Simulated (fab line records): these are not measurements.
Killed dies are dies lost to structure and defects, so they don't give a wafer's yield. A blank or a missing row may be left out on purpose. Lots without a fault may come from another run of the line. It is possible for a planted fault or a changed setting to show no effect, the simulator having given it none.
fab line records | flow nand_harc
record: lots: 24 wafers: 72 last_day: 27
route steps=1159 shown A_M0@1018 A_M1@1046
lots with no fault: from the same line, run without faults
start_h: the number of hours between the record's first day and the start of the first shown wafer of the lot | wait_h: hours from the lot's prior step to this one | " identical to the entry in the row above | L1.1+2: several wafers, shown together as one row | - no value present, or no start provided | * or withheld: withheld | < > ~ a bound
route shown NAME@n: NAME is a module with steps in the file, n the number in the route of the first one | usual: mean/standard deviation taken from wafers without a fault | same: alike in all rows | chamber/n: place in a boat | sites: each site's reading | _std_site: the values' standard deviation | _edge_site: outer sites' mean less inner sites' | radius_mm: how far each site lies from the wafer's centre | mask NAME#n: copy n | behind: the most recent tool/chamber to have shaped the wafer | hold: why the lot went on hold/how many hours it stayed there/how the hold came to an end | device: transistor that didn't switch, given as n, p or np | end of line: at the end of the route, the tests of the same wafers | where a step has no rows: the recipe by itself | killed: at the first sort, the dies lost to defects and structure; wafer yield is something else | map: the dies of a wafer, with x for killed, . for not killed, _ for no die there
set.NAME: the setting that was run; set.NAME@STEP: the one run at that earlier step | model.NAME: the simulator's own value behind a step, which no gauge read
one table for each step of the route and one row for each wafer, over a sample of lots
services: from which hour (start_h, from the record's first day; less than 0 if before it) a tool's chamber was out of use, for how many hours, and why
== steps ==
step: NHARC_A_M0_ANNEAL_30
recipe: temp_c: 225 time_s: 90
usual: wafer_temp_C_max: 226.2/0.4
columns lot.wafer tool chamber start_h wait_h wafer_temp_C_max
L074.1 rtp_anneal-01 0 430.27 0.3 225.7
L074.5 " 0 " " 225.9
L074.6 " 0 " " 226.1
L075.2 rtp_anneal-01 0 436.75 0.4 225.9
L075.3 " 0 " " 225.5
L075.6 " 0 " " 226.0
L076.1 rtp_anneal-01 0 437.71 - 225.7
L076.3 " 0 " " 226.2
L076.4 " 0 " " 225.7
L077.1 rtp_anneal-01 0 443.60 - 225.7
L077.4 " 0 " " 226.0
L077.6 " 0 " " 226.1
L079.4 rtp_anneal-02 0 464.24 - 226.6
L079.5 " 0 " " 225.9
L079.6 " 0 " " 226.5
L078.1 rtp_anneal-02 0 469.14 0.3 226.7
L078.4 " 0 " " 226.4
L078.5 " 0 " " 226.3
L083.3 rtp_anneal-02 0 517.18 - 226.4
L083.5 " 0 " " 226.1
L083.6 " 0 " " 226.2
L082.2 rtp_anneal-01 0 517.52 0.6 226.2
L082.4 " 0 " " 226.1
L082.6 " 0 " " 226.2
L084.1 rtp_anneal-02 0 517.55 - 226.8
L084.3 " 0 " " 226.9
L084.5 " 0 " " 226.2
L088.2 rtp_anneal-01 0 517.83 0.6 225.6
L088.5 " 0 " " 226.1
L088.6 " 0 " " 225.7
L085.4 rtp_anneal-01 0 526.67 - 226.1
L085.5 " 0 " " 225.9
L085.6 " 0 " " 226.5
L080.1 rtp_anneal-02 0 527.03 0.3 226.4
L080.2 " 0 " " 226.1
L080.4 " 0 " " 226.7
L081.2 rtp_anneal-02 0 549.06 - 226.9
L081.3 " 0 " " 226.6
L081.4 " 0 " " 226.3
L086.2 rtp_anneal-02 0 555.17 - 226.3
L086.4 " 0 " " 226.5
L086.6 " 0 " " 226.9
L089.2 rtp_anneal-01 0 559.83 - 225.8
L089.3 " 0 " " 226.3
L089.6 " 0 " " 225.8
L091.1 rtp_anneal-02 0 563.23 0.3 226.7
L091.3 " 0 " " 227.0
L091.4 " 0 " " 226.8
L087.4 rtp_anneal-01 0 563.35 0.4 225.8
L087.5 " 0 " " 226.0
L087.6 " 0 " " 225.8
L090.1 rtp_anneal-01 0 563.68 0.4 226.0
L090.2 " 0 " " 225.9
L090.5 " 0 " " 225.9
L092.2 rtp_anneal-01 0 564.05 0.5 225.6
L092.5 " 0 " " 226.1
L092.6 " 0 " " 225.7
L094.1 rtp_anneal-02 0 571.74 - 226.7
L094.5 " 0 " " 226.5
L094.6 " 0 " " 226.7
L093.1 rtp_anneal-02 0 572.15 0.3 226.2
L093.2 " 0 " " 226.6
L093.5 " 0 " " 226.4
L097.3 rtp_anneal-01 0 574.56 - 226.1
L097.4 " 0 " " 226.8
L097.6 " 0 " " 226.1
L096.2 rtp_anneal-02 0 575.86 - 226.1
L096.5 " 0 " " 225.9
L096.6 " 0 " " 226.3
L095.1 rtp_anneal-01 0 583.87 - 225.9
L095.2 " 0 " " 225.8
L095.6 " 0 " " 225.8
step: NHARC_A_M0_INSPECT_27
usual: raw_defect_count: 422/110
columns lot.wafer tool chamber start_h wait_h raw_defect_count
L074.1 defect_inspect-01 - 431.10 0.0 351
L074.5 " - " " 476
L074.6 " - " " 417
L075.2 defect_inspect-01 - 437.52 0.0 381
L075.3 " - " " 391
L075.6 " - " " 391
L076.1 defect_inspect-02 - 438.53 0.0 333
L076.3 " - " " 275
L076.4 " - " " 460
L077.1 defect_inspect-02 - 444.44 0.0 381
L077.4 " - " " 338
L077.6 " - " " 268
L079.4 defect_inspect-01 - 464.92 0.0 490
L079.5 " - " " 447
L079.6 " - " " 448
L078.1 defect_inspect-01 - 469.96 0.0 324
L078.4 " - " " 530
L078.5 " - " " 510
L083.3 defect_inspect-01 - 517.89 0.0 940
L083.5 " - " " 377
L083.6 " - " " 336
L082.2 defect_inspect-01 - 518.28 0.0 628
L082.4 " - " " 533
L082.6 " - " " 392
L084.1 defect_inspect-02 - 518.39 0.0 454
L084.3 " - " " 408
L084.5 " - " " 452
L088.2 defect_inspect-02 - 518.60 0.0 420
L088.5 " - " " 522
L088.6 " - " " 576
L085.4 defect_inspect-02 - 527.37 0.0 368
L085.5 " - " " 486
L085.6 " - " " 284
L080.1 defect_inspect-02 - 527.87 0.0 342
L080.2 " - " " 243
L080.4 " - " " 450
L081.2 defect_inspect-02 - 549.83 0.0 352
L081.3 " - " " 401
L081.4 " - " " 265
L086.2 defect_inspect-01 - 555.94 0.0 354
L086.4 " - " " 388
L086.6 " - " " 369
L089.2 defect_inspect-02 - 560.64 0.0 422
L089.3 " - " " 450
L089.6 " - " " 458
L087.4 defect_inspect-01 - 564.03 0.0 378
L087.5 " - " " 293
L087.6 " - " " 267
L091.1 defect_inspect-02 - 564.09 0.0 549
L091.3 " - " " 522
L091.4 " - " " 471
L090.1 defect_inspect-02 - 564.51 0.0 406
L090.2 " - " " 261
L090.5 " - " " 339
L092.2 defect_inspect-01 - 564.82 0.0 285
L092.5 " - " " 361
L092.6 " - " " 309
L094.1 defect_inspect-02 - 572.55 0.0 438
L094.5 " - " " 519
L094.6 " - " " 353
L093.1 defect_inspect-02 - 572.97 0.0 487
L093.2 " - " " 763
L093.5 " - " " 425
L097.3 defect_inspect-02 - 575.28 0.0 509
L097.4 " - " " 479
L097.6 " - " " 452
L096.2 defect_inspect-02 - 576.64 0.0 401
L096.5 " - " " 409
L096.6 " - " " 378
L095.1 defect_inspect-02 - 584.69 0.0 501
L095.2 " - " " 337
L095.6 " - " " 364
step: NHARC_A_M0_DEP_32
recipe: target_thk_a: 300 temp_c: 370 target_thk_nm: 30 pressure_torr: 3 flow_sccm: 200 rf_w: 450 material: SiCN
usual: heater_power_w: 573/58
columns lot.wafer tool chamber start_h wait_h heater_power_w
L074.1 pecvd-03 1 431.29 0.1 482
L074.5 " 0 " " 508
L074.6 " 1 " " 464
L075.2 pecvd-02 2 437.97 0.1 601
L075.3 " 2 " " 591
L075.6 " 2 " " 609
L076.1 pecvd-01 2 438.76 0.1 556
L076.3 " 1 " " 605
L076.4 " 0 " " 623
L077.1 pecvd-03 1 444.68 0.1 505
L077.6 " 0 " " 482
L077.4 " 1 " " 501
L079.6 pecvd-03 1 465.28 0.2 480
L079.5 " 2 " " 603
L079.4 " 0 " " 461
L078.1 pecvd-02 2 470.15 0.1 592
L078.4 " 0 " " 598
L078.5 " 2 " " 598
L083.3 pecvd-03 2 518.32 0.2 522
L083.5 " 0 " " 510
L083.6 " 2 " " 522
L082.2 pecvd-01 2 518.50 0.1 550
L082.6 " 2 " " 564
L082.4 " 0 " " 619
L084.1 pecvd-03 2 518.70 0.1 632
L084.3 " 2 " " 637
L084.5 " 2 " " 624
L088.2 pecvd-03 0 519.61 0.1 468
L088.5 " 2 " " 562
L088.6 " 0 " " 455
L085.5 pecvd-03 0 527.68 0.2 536
L085.4 " 1 " " 470
L085.6 " 2 " " 634
L080.2 pecvd-03 1 528.06 0.1 545
L080.1 " 2 " " 618
L080.4 " 0 " " 455
L081.3 pecvd-03 2 549.98 0.1 646
L081.2 " 1 " " 532
L081.4 " 1 " " 552
L086.2 pecvd-02 1 556.17 0.1 655
L086.4 " 2 " " 633
L086.6 " 0 " " 670
L089.2 pecvd-02 0 561.33 0.1 609
L089.3 " 1 " " 631
L089.6 " 1 " " 650
L091.3 pecvd-03 0 564.87 0.1 518
L091.1 " 1 " " 503
L091.4 " 0 " " 519
L087.4 pecvd-02 1 564.95 0.2 625
L087.5 " 2 " " 639
L087.6 " 0 " " 625
L090.1 pecvd-01 0 564.98 0.1 636
L090.2 " 1 " " 548
L090.5 " 1 " " 538
L092.2 pecvd-01 2 565.31 0.1 596
L092.5 " 1 " " 614
L092.6 " 2 " " 627
L094.1 pecvd-01 1 572.74 0.1 629
L094.5 " 0 " " 557
L094.6 " 2 " " 626
L093.1 pecvd-03 1 573.15 0.1 558
L093.2 " 0 " " 527
L093.5 " 0 " " 532
L097.3 pecvd-02 1 575.42 0.1 538
L097.4 " 2 " " 605
L097.6 " 0 " " 683
L096.2 pecvd-03 2 576.85 0.1 618
L096.6 " 1 " " 533
L096.5 " 2 " " 625
L095.1 pecvd-01 2 584.88 0.1 630
L095.2 " 0 " " 622
L095.6 " 2 " " 653
step: NHARC_A_M1_DEGAS_29
recipe: temp_c: 250 time_s: 60
usual: heater_power_w: 344/28
columns lot.wafer tool chamber start_h wait_h heater_power_w
L074.1 pvd_sputter-02 - 433.86 - 331
L074.6 " - " " 305
L074.5 " - " " 392
L075.2 pvd_sputter-01 - 440.50 - 343
L075.3 " - " " 339
L075.6 " - " " 374
L076.4 pvd_sputter-02 - 441.36 - 322
L076.1 " - " " 392
L076.3 " - " " 335
L077.4 pvd_sputter-02 - 446.92 - 390
L077.1 " - " " 333
L077.6 " - " " 329
L079.4 pvd_sputter-02 - 467.47 - 400
L079.6 " - " " 317
L079.5 " - " " 402
L078.1 pvd_sputter-01 - 472.89 - 333
L078.4 " - " " 340
L078.5 " - " " 343
L083.3 pvd_sputter-03 - 520.97 - 343
L083.6 " - " " 292
L083.5 " - " " 349
L082.2 pvd_sputter-02 - 521.10 - 352
L082.4 " - " " 343
L082.6 " - " " 348
L084.1 pvd_sputter-03 - 521.26 - 304
L084.3 " - " " 344
L084.5 " - " " 359
L088.2 pvd_sputter-03 - 522.04 - 342
L088.6 " - " " 299
L088.5 " - " " 352
L085.4 pvd_sputter-02 - 530.03 - 319
L085.6 " - " " 356
L085.5 " - " " 316
L080.4 pvd_sputter-01 - 530.53 - 343
L080.1 " - " " 387
L080.2 " - " " 357
L081.3 pvd_sputter-03 - 552.33 - 359
L081.4 " - " " 311
L081.2 " - " " 301
L086.2 pvd_sputter-01 - 558.52 - 336
L086.4 " - " " 383
L086.6 " - " " 338
L089.3 pvd_sputter-03 - 563.75 - 343
L089.2 " - " " 369
L089.6 " - " " 313
L087.4 pvd_sputter-02 - 567.42 - 348
L087.5 " - " " 398
L087.6 " - " " 343
L091.1 pvd_sputter-01 - 567.45 - 386
L091.4 " - " " 359
L091.3 " - " " 335
L092.2 pvd_sputter-03 - 567.81 - 300
L092.6 " - " " 299
L092.5 " - " " 347
L090.2 pvd_sputter-01 - 567.87 - 339
L090.1 " - " " 343
L090.5 " - " " 377
L094.1 pvd_sputter-03 - 575.26 - 316
L094.6 " - " " 304
L094.5 " - " " 298
L093.2 pvd_sputter-01 - 575.64 - 343
L093.1 " - " " 353
L093.5 " - " " 353
L097.3 pvd_sputter-01 - 577.88 - 361
L097.4 " - " " 337
L097.6 " - " " 347
L096.2 pvd_sputter-03 - 579.47 - 341
L096.6 " - " " 315
L096.5 " - " " 301
L095.1 pvd_sputter-01 - 587.38 - 382
L095.2 " - " " 336
L095.6 " - " " 351
step: NHARC_A_M1_PRE_CLEAN_30
recipe: time_s: 30 temp_c: 280 gas: H2/He
usual: heater_power_w: 423/34
columns lot.wafer tool chamber start_h wait_h heater_power_w
L074.1 pvd_sputter-02 - - - 411
L074.6 " - " " 415
L074.5 " - " " 430
L075.2 pvd_sputter-01 - - - 459
L075.3 " - " " 407
L075.6 " - " " 456
L076.3 pvd_sputter-02 - - - 418
L076.4 " - " " 427
L076.1 " - " " 397
L077.1 pvd_sputter-02 - - - 434
L077.4 " - " " 389
L077.6 " - " " 411
L079.4 pvd_sputter-02 - - - 403
L079.6 " - " " 432
L079.5 " - " " 399
L078.4 pvd_sputter-01 - - - 414
L078.1 " - " " 416
L078.5 " - " " 476
L083.3 pvd_sputter-03 - - - 361
L083.6 " - " " 434
L083.5 " - " " 379
L082.4 pvd_sputter-02 - - - 484
L082.2 " - " " 436
L082.6 " - " " 495
L084.3 pvd_sputter-03 - - - 375
L084.1 " - " " 358
L084.5 " - " " 379
L088.2 pvd_sputter-03 - - - 419
L088.6 " - " " 369
L088.5 " - " " 423
L085.4 pvd_sputter-02 - - - 489
L085.5 " - " " 392
L085.6 " - " " 481
L080.4 pvd_sputter-01 - - - 466
L080.2 " - " " 410
L080.1 " - " " 436
L081.4 pvd_sputter-03 - - - 425
L081.3 " - " " 446
L081.2 " - " " 377
L086.2 pvd_sputter-01 - - - 438
L086.4 " - " " 426
L086.6 " - " " 422
L089.3 pvd_sputter-03 - - - 425
L089.2 " - " " 446
L089.6 " - " " 380
L087.4 pvd_sputter-02 - - - 441
L087.5 " - " " 392
L087.6 " - " " 476
L091.3 pvd_sputter-01 - - - 424
L091.4 " - " " 418
L091.1 " - " " 439
L092.2 pvd_sputter-03 - - - 386
L092.5 " - " " 440
L092.6 " - " " 387
L090.1 pvd_sputter-01 - - - 423
L090.2 " - " " 474
L090.5 " - " " 436
L094.1 pvd_sputter-03 - - - 425
L094.6 " - " " 364
L094.5 " - " " 416
L093.2 pvd_sputter-01 - - - 406
L093.1 " - " " 447
L093.5 " - " " 417
L097.3 pvd_sputter-01 - - - 441
L097.4 " - " " 413
L097.6 " - " " 431
L096.2 pvd_sputter-03 - - - 372
L096.5 " - " " 426
L096.6 " - " " 440
L095.1 pvd_sputter-01 - - - 433
L095.2 " - " " 426
L095.6 " - " " 412
step: NHARC_A_M1_PVD_21
recipe: target_thk_a: 300 chamber_pressure_pa: 5 power_w: 5000 substrate_temp_c: 30 time_s: 20.49 material: Cu
usual: throttle_valve_pct: 29.7/0.75
columns lot.wafer tool chamber start_h wait_h throttle_valve_pct
L074.1 pvd_sputter-02 - - - 29.9
L074.5 " - " " 30.0
L074.6 " - " " 28.7
L075.2 pvd_sputter-01 - - - 27.8
L075.3 " - " " 30.4
L075.6 " - " " 29.4
L076.4 pvd_sputter-02 - - - 29.7
L076.1 " - " " 30.2
L076.3 " - " " 29.1
L077.1 pvd_sputter-02 - - - 29.2
L077.4 " - " " 30.8
L077.6 " - " " 31.0
L079.4 pvd_sputter-02 - - - 29.0
L079.5 " - " " 29.5
L079.6 " - " " 30.1
L078.4 pvd_sputter-01 - - - 27.8
L078.1 " - " " 29.2
L078.5 " - " " 29.7
L083.3 pvd_sputter-03 - - - 28.6
L083.6 " - " " 29.6
L083.5 " - " " 29.0
L082.4 pvd_sputter-02 - - - 30.9
L082.2 " - " " 29.9
L082.6 " - " " 31.0
L084.3 pvd_sputter-03 - - - 30.0
L084.1 " - " " 29.6
L084.5 " - " " 30.3
L088.2 pvd_sputter-03 - - - 30.7
L088.5 " - " " 28.8
L088.6 " - " " 30.5
L085.4 pvd_sputter-02 - - - 31.0
L085.5 " - " " 29.6
L085.6 " - " " 30.1
L080.1 pvd_sputter-01 - - - 29.3
L080.2 " - " " 31.1
L080.4 " - " " 30.0
L081.3 pvd_sputter-03 - - - 30.3
L081.4 " - " " 29.8
L081.2 " - " " 28.8
L086.2 pvd_sputter-01 - - - 29.3
L086.4 " - " " 30.8
L086.6 " - " " 30.0
L089.3 pvd_sputter-03 - - - 29.9
L089.2 " - " " 29.5
L089.6 " - " " 29.7
L087.4 pvd_sputter-02 - - - 29.0
L087.6 " - " " 30.2
L087.5 " - " " 29.1
L091.3 pvd_sputter-01 - - - 29.0
L091.1 " - " " 30.0
L091.4 " - " " 29.4
L092.2 pvd_sputter-03 - - - 30.0
L092.6 " - " " 30.3
L092.5 " - " " 29.9
L090.2 pvd_sputter-01 - - - 30.0
L090.1 " - " " 29.5
L090.5 " - " " 28.8
L094.1 pvd_sputter-03 - - - 29.8
L094.6 " - " " 29.8
L094.5 " - " " 28.7
L093.1 pvd_sputter-01 - - - 29.2
L093.2 " - " " 30.8
L093.5 " - " " 30.1
L097.4 pvd_sputter-01 - - - 29.3
L097.3 " - " " 31.1
L097.6 " - " " 30.1
L096.2 pvd_sputter-03 - - - 28.8
L096.5 " - " " 28.7
L096.6 " - " " 30.1
L095.1 pvd_sputter-01 - - - 29.0
L095.2 " - " " 30.0
L095.6 " - " " 29.3
== services ==
columns tool chamber start_h hours kind
pecvd-01 - 418.53 13.0 pm
pecvd-02 0 421.28 39.5 repair
pecvd-01 0 452.84 6.8 repair
pvd_sputter-03 - 458.06 10.0 pm
pecvd-02 1 463.07 14.3 repair
pvd_sputter-01 - 463.54 1.1 repair
pecvd-03 - 473.00 13.0 pm
pecvd-03 0 473.00 13.0 vent_cycle
pecvd-03 1 473.00 13.0 vent_cycle
pecvd-03 2 473.00 13.0 vent_cycle
pecvd-02 - 477.67 0.5 repair
pecvd-01 1 481.00 10.8 repair
pecvd-03 0 486.00 - clean
pecvd-03 1 486.00 - clean
pecvd-03 2 486.00 - clean
pvd_sputter-03 - 491.92 1.0 repair
pvd_sputter-03 - 497.98 1.0 repair
pvd_sputter-01 - 514.00 10.0 pm
pecvd-02 - 515.17 13.0 pm
pecvd-03 1 516.87 4.4 repair
pvd_sputter-02 - 537.91 0.5 repair
pvd_sputter-01 - 548.86 7.2 repair
pvd_sputter-02 - 551.57 0.5 repair
pvd_sputter-02 - 570.00 10.0 pm
== key ==
fault none
